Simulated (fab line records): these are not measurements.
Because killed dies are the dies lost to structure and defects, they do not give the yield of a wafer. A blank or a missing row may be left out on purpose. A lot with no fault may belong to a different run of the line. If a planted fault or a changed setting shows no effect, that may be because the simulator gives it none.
Matching of chambers + flow nand_harc + 4 sister chambers for NHARC_A_WL_FILL_ALD_02 on ald_metal-04
The step deposits TiN, target thk 2 nm, pulse time 3 s, ald cycles 100. 14 wafers are shown with their chamber, then 7 later ones without.

== EACH WAFER AND ITS CHAMBER ==
| wafer  | chamber | heater_power_w (W) | precursor_pulse_height_rel |
|--------|---------|--------------------|----------------------------|
| L075.1 | 2       | 1026               | 1.024                      |
| L075.2 | 1       | 1082               | 0.957                      |
| L075.5 | 1       | 1093               | 0.976                      |
| L077.1 | 1       | 1048               | 1.008                      |
| L077.5 | 1       | 1043               | 1.034                      |
| L077.6 | 2       | 985                | 1.010                      |
| L080.4 | 1       | 1050               | 1.002                      |
| L080.5 | 1       | 1071               | 1.019                      |
| L080.6 | 0       | 1035               | 1.029                      |
| L087.1 | 1       | 1078               | 1.002                      |
| L087.3 | 3       | 1071               | 1.012                      |
| L087.4 | 0       | 1009               | 0.993                      |
| L091.1 | 3       | 1049               | 1.010                      |
| L091.4 | 0       | 1061               | 0.973                      |

SIGNATURES (means of the wafers above)
| reading                    | chamber 0 | chamber 1 | chamber 2 | chamber 3 | scatter within a chamber |
|----------------------------|-----------|-----------|-----------|-----------|--------------------------|
| heater_power_w             | 1035.00   | 1066.43   | 1005.50   | 1060.00   | 21.7                     |
| precursor_pulse_height_rel | 0.99833   | 0.99971   | 1.01700   | 1.01100   | 0.0239                   |
Rule: for a wafer and a chamber, the distance is found by dividing, reading by reading, the gap between the wafer's reading and the chamber's mean by the reading's scatter, squaring, summing and taking the root. The wafer belongs to the nearest chamber; if the next one is less than 2 further off, it can't be placed. The scatter: take each reading less its chamber's mean, square it, sum over the shown wafers, divide by the number of wafers less the number of chambers, and take the root.

== WAFERS WHOSE CHAMBER IS MISSING ==
| wafer  | heater_power_w (W) | precursor_pulse_height_rel |
|--------|--------------------|----------------------------|
| L091.6 | 1073               | 1.025                      |
| L092.2 | 1053               | 0.982                      |
| L092.3 | 1050               | 0.990                      |
| L092.5 | 971                | 1.022                      |
| L095.2 | 982                | 0.980                      |
| L095.4 | 1087               | 1.002                      |
| L095.5 | 1084               | 1.025                      |

== WHICH CHAMBER EACH ONE RAN IN ==
| wafer  | from the rows above               | in truth |
|--------|-----------------------------------|----------|
| L091.6 | can't be placed: 3 or 1 or 0      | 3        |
| L092.2 | can't be placed: 1 or 0 or 3 or 2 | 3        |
| L092.3 | can't be placed: 0 or 1 or 3 or 2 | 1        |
| L092.5 | can't be placed: 2 or 0           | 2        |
| L095.2 | can't be placed: 2 or 0 or 3      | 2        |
| L095.4 | can't be placed: 1 or 3 or 0      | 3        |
| L095.5 | can't be placed: 3 or 1 or 0      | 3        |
Correctly placed: 0 of 7. Cannot be placed on the basis of these rows: 7; the candidates contain the true chamber in 7. 0 placed wrongly.
